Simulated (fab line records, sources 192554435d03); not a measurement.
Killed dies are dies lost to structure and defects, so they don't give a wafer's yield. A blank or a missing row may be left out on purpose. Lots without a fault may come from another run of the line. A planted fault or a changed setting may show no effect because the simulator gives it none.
Which tool did it? | flow n5_finfet | 10 lots, 30 wafers sampled, at 2 steps of a route of 1938

WHAT THE GAUGES READ, wafer by wafer
N5_BEOL_M12_CD_MEAS_10: target cd 140 nm.
lot  | measured     | on        | cd_nm (nm)
L970 | day 10 07:17 | cd_sem-03 | 141.2 140.0 140.1
L974 | day 12 04:50 | cd_sem-01 | 141.4 141.8 142.1
L975 | day 12 13:54 | cd_sem-03 | 139.4 137.8 138.1
L977 | day 13 12:39 | cd_sem-02 | 140.8 139.2 139.8
L978 | day 13 13:32 | cd_sem-02 | 139.3 139.4 140.2
L980 | day 13 20:55 | cd_sem-03 | 138.6 139.5 140.0
L985 | day 14 14:10 | cd_sem-03 | 139.4 140.6 138.5
L987 | day 15 17:15 | cd_sem-01 | 139.4 139.2 141.4
L990 | day 16 12:37 | cd_sem-01 | 139.0 141.0 139.2
L992 | day 17 15:34 | cd_sem-01 | 138.3 138.5 137.2

WHICH TOOL RAN EACH LOT (tool, then ch and the chambers of the sampled wafers, then the start)
lot  | N5_BEOL_M12_EXPOSE_07
L970 | krf_scanner-01 ch 0, day 10 07:07
L974 | krf_scanner-02 ch 0, day 12 04:40
L975 | krf_scanner-02 ch 0, day 12 13:44
L977 | krf_scanner-02 ch 0, day 13 12:29
L978 | krf_scanner-02 ch 0, day 13 13:22
L980 | krf_scanner-02 ch 0, day 13 20:45
L985 | krf_scanner-02 ch 0, day 14 13:59
L987 | krf_scanner-02 ch 0, day 15 17:04
L990 | krf_scanner-02 ch 0, day 16 12:27
L992 | krf_scanner-02 ch 0, day 17 15:24
- N5_BEOL_M12_EXPOSE_07: exposes mask V11.

THE ANSWER, worked out from the rows above alone
Rule: what is usual is taken from the lots themselves. Put in order of their means at a reading, lots are off if they are a third of the lots or fewer, leave a main group of 4 or more, and stand apart from it by a gap of 3 or more times the standard deviation of the main group's means; of several such gaps the widest counts. A main group whose means are all the same, to the digits that the tables above print for the reading, isn't used. A lot without any number at a reading at which 4 lots or more have one is off too. The other lots that the step has rows for count as sound.
No lot is off at any reading shown: from this, nothing can be told.

WHAT THE SIMULATOR HAD PUT IN
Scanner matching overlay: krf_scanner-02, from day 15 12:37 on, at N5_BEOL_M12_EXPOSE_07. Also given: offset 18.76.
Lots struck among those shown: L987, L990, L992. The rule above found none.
